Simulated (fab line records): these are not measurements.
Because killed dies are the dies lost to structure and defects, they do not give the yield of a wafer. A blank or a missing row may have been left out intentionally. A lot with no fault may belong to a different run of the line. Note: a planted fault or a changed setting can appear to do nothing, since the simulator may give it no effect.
Which tool did it?    flow n5 finfet    33 wafers from 11 lots sampled at 6 of the route's 1938 steps

## WHAT EACH GAUGE READ, for each wafer
N5_DUMMY_GATE_CD_MEAS_24: the cd target is 15 nm.
lot   measured     on         cd nm (nm)
L075  day 3 04:27  cd sem-02  14.98 14.67 14.77
L077  day 3 19:20  cd sem-01  14.86 14.80 14.74
L079  day 4 05:20  cd sem-03  15.37 14.99 14.82
L081  day 4 17:03  cd sem-03  15.06 14.88 14.44
L084  day 5 13:26  cd sem-02  14.80 15.37 15.06
L086  day 6 01:41  cd sem-02  15.23 15.19 14.82
L088  day 6 10:20  cd sem-01  15.06 14.73 14.94
L090  day 6 23:26  cd sem-01  14.73 15.68 14.91
L093  day 7 17:46  cd sem-03  15.51 14.72 15.19
L095  day 8 05:43  cd sem-01  15.36 15.09 15.72
L097  day 8 16:52  cd sem-01  15.16 15.18 14.85

## EACH LOT AND THE TOOL THAT RAN IT (in order: tool; ch and the chambers of the sampled wafers; start)
lot   N5_STI_FIN_REVEAL_ALD_00          N5_STI_FIN_REVEAL_STRIP_24         N5_DUMMY_GATE_ETCH_29              N5_DUMMY_GATE_ETCH_37              N5_DUMMY_GATE_STRIP_41
L075  ald sin-01 ch 0,2, day 2 10:11    rie diel-04 ch 0,2,3, day 2 15:56  rie diel-01 ch 0,1, day 3 03:38    rie diel-01 ch 0,1, day 3 03:43    rie diel-01 ch 0,1,2, day 3 04:03
L077  ald sin-01 ch 0,1,3, day 2 22:24  rie diel-05 ch 2,3, day 3 04:42    rie diel-02 ch 1,3, day 3 18:32    rie diel-02 ch 1,3, day 3 18:37    rie diel-02 ch 1,2, day 3 18:56
L079  ald sin-02 ch 0,1, day 3 09:11    rie diel-04 ch 0,2, day 3 15:00    rie diel-01 ch 0,2,3, day 4 04:31  rie diel-01 ch 0,2,3, day 4 04:36  rie diel-01 ch 0,1, day 4 04:56
L081  ald sin-01 ch 1,2,3, day 3 21:25  rie diel-05 ch 1,2,3, day 4 03:52  rie diel-01 ch 0,2,3, day 4 16:05  rie diel-01 ch 0,2,3, day 4 16:10  rie diel-02 ch 0,1, day 4 16:38
L084  ald sin-02 ch 0,3, day 4 18:08    rie diel-05 ch 0,3, day 4 23:50    rie diel-02 ch 2,3, day 5 12:34    rie diel-02 ch 2,3, day 5 12:38    rie diel-01 ch 1,2, day 5 13:02
L086  ald sin-02 ch 1,2,3, day 5 07:13  rie diel-05 ch 1,2, day 5 12:59    rie diel-06 ch 0,3, day 6 00:53    rie diel-06 ch 0,3, day 6 00:58    rie diel-06 ch 0,1,3, day 6 01:17
L088  ald sin-03 ch 0,1, day 5 15:49    rie diel-05 ch 0,3, day 5 21:29    rie diel-01 ch 1,2, day 6 09:18    rie diel-01 ch 1,2, day 6 09:23    rie diel-02 ch 1,2, day 6 09:56
L090  ald sin-03 ch 0,1,2, day 6 04:52  rie diel-04 ch 1,2, day 6 10:47    rie diel-06 ch 0,1,3, day 6 22:38  rie diel-06 ch 0,1,3, day 6 22:43  rie diel-06 ch 1,2,3, day 6 23:02
L093  ald sin-02 ch 0,1, day 6 22:48    rie diel-03 ch 0,1,3, day 7 04:56  rie diel-02 ch 2,3, day 7 16:50    rie diel-02 ch 2,3, day 7 16:55    rie diel-01 ch 0,1, day 7 17:22
L095  ald sin-02 ch 0,3, day 7 10:38    rie diel-03 ch 0,2, day 7 16:18    rie diel-06 ch 0,2,3, day 8 04:55  rie diel-06 ch 0,2,3, day 8 05:00  rie diel-06 ch 1,2,3, day 8 05:19
L097  ald sin-03 ch 0,1, day 7 22:01    rie diel-04 ch 0,3, day 8 03:50    rie diel-01 ch 1,2,3, day 8 16:04  rie diel-01 ch 1,2,3, day 8 16:08  rie diel-02 ch 0,2,3, day 8 16:28
- N5_STI_FIN_REVEAL_ALD_00: deposits SiO2, target thk 1 nm, pulse time 1 s.
- N5_STI_FIN_REVEAL_STRIP_24: strips in N2/H2, time 90 s.
- N5_DUMMY_GATE_ETCH_29: etches underlayer in N2/H2, target depth 13 nm.
- N5_DUMMY_GATE_ETCH_37: etches SOC in N2/H2, target depth 60 nm, overetch 30 nm.
- N5_DUMMY_GATE_STRIP_41: strips in O2.

## THE ANSWER, worked out from the rows above alone
Rule: the lots themselves supply what counts as usual. Put in order of their means at a reading, lots are off if they are a third of the lots or fewer, leave a main group of 4 or more, and stand apart from it by a gap of 3 or more times the standard deviation of the main group's means; of several such gaps the widest counts. Not used: any main group whose means are identical at the precision the tables above print for the reading. Also off: a lot with no number at a reading for which 4 or more lots have one. Any other lot the step has rows for is counted as sound.
No lot is off at any reading shown: from this, nothing can be told.

## WHAT THE SIMULATOR HAD PUT IN
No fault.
